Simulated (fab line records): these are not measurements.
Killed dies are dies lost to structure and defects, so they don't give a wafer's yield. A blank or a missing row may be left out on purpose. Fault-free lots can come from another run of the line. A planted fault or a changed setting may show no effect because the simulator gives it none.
Chamber matching | flow n5_finfet | pecvd-04 running N5_FIN_SAQP_PECVD_48: 3 sister chambers
The step deposits SiNx from SiH4/NH3/N2, target thk 25 nm, time 22.1 s. 6 wafers are shown with their chamber, then 8 later ones without.

## EACH WAFER AND ITS CHAMBER
wafer  | chamber | throttle_valve_pct (%) | showerhead_plenum_p_Torr (Torr)
L082.2 | 1       | 41.8                   | 5.23
L083.3 | 2       | 38.5                   | 5.19
L083.5 | 2       | 38.4                   | 5.17
L088.4 | 1       | 41.7                   | 5.23
L088.6 | 0       | 44.6                   | 5.01
L090.3 | 0       | 44.7                   | 5.01

## WAFERS WITH NO CHAMBER GIVEN
wafer  | throttle_valve_pct (%) | showerhead_plenum_p_Torr (Torr)
L090.4 | 44.6                   | 4.99
L090.6 | 42.0                   | 5.22
L093.1 | 44.7                   | 5.00
L093.5 | 44.7                   | 5.00
L093.6 | 38.6                   | 5.19
L097.1 | 38.7                   | 5.19
L097.2 | 41.6                   | 5.23
L097.3 | 38.8                   | 5.19

## WHICH CHAMBER EACH WENT THROUGH
wafer  | from the rows above | in truth
L090.4 | 0                   | 0
L090.6 | 1                   | 1
L093.1 | 0                   | 0
L093.5 | 0                   | 0
L093.6 | 2                   | 2
L097.1 | 2                   | 2
L097.2 | 1                   | 1
L097.3 | 2                   | 2
Placed correctly: 8 of 8. From these rows, 0 cannot be placed. Placed wrongly: 0.
How it was worked out, from the rows above alone: a wafer's distance from a chamber is the root of the sum, over the readings, of the square of ((its reading less the chamber's mean) divided by the reading's scatter). The wafer belongs to the nearest chamber; if the next one is less than 2 further off, it can't be placed. Each chamber's mean is taken over the wafers shown for it. How the scatter is found: for the shown wafers, subtract from each reading the mean of its chamber, square and add these, divide the total by (wafers less chambers), then take the root.
